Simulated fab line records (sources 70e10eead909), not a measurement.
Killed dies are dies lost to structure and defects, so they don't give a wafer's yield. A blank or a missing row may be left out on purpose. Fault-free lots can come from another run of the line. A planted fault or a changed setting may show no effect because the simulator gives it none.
Matching of chambers + flow nand-harc + rie-diel-08 running NHARC_A_STAIRCASE_TRIM_187: 4 sister chambers
The step chemistry O2, time 211.2 s. 4 wafers are shown with their chamber, then 8 later ones without.

WAFERS PAIRED WITH THEIR CHAMBERS
| wafer  | chamber | showerhead-plenum-p-Torr (Torr) |
|--------|---------|---------------------------------|
| L087.1 | 2       | 3.65                            |
| L087.2 | 1       | 3.45                            |
| L087.4 | 3       | 3.38                            |
| L091.1 | 0       | 3.72                            |

WAFERS WHOSE CHAMBER IS MISSING
| wafer  | showerhead-plenum-p-Torr (Torr) |
|--------|---------------------------------|
| L091.2 | 3.65                            |
| L091.4 | 3.45                            |
| L090.3 | 3.45                            |
| L090.5 | 3.72                            |
| L090.6 | 3.38                            |
| L096.1 | 3.71                            |
| L096.2 | 3.64                            |
| L096.6 | 3.44                            |

CHAMBER TAKEN BY EACH
| wafer  | from the rows above | in truth |
|--------|---------------------|----------|
| L091.2 | 2                   | 2        |
| L091.4 | 1                   | 1        |
| L090.3 | 1                   | 1        |
| L090.5 | 0                   | 0        |
| L090.6 | 3                   | 3        |
| L096.1 | 0                   | 0        |
| L096.2 | 2                   | 2        |
| L096.6 | 1                   | 1        |
Correct placement for 8 of the 8. Not placeable from these rows: 0. 0 placed wrongly.
How it was worked out, from the rows above alone: a wafer's distance from a chamber is the root of the sum, over the readings, of the square of ((its reading less the chamber's mean) divided by the reading's scatter). If the next closest chamber is less than 2 further off than the closest, the wafer can't be placed; otherwise it belongs to the closest. Each chamber's mean is taken over the wafers shown for it. The scatter: root of mean squared gap, hidden wafer to nearest shown wafer, with one shown wafer a chamber.
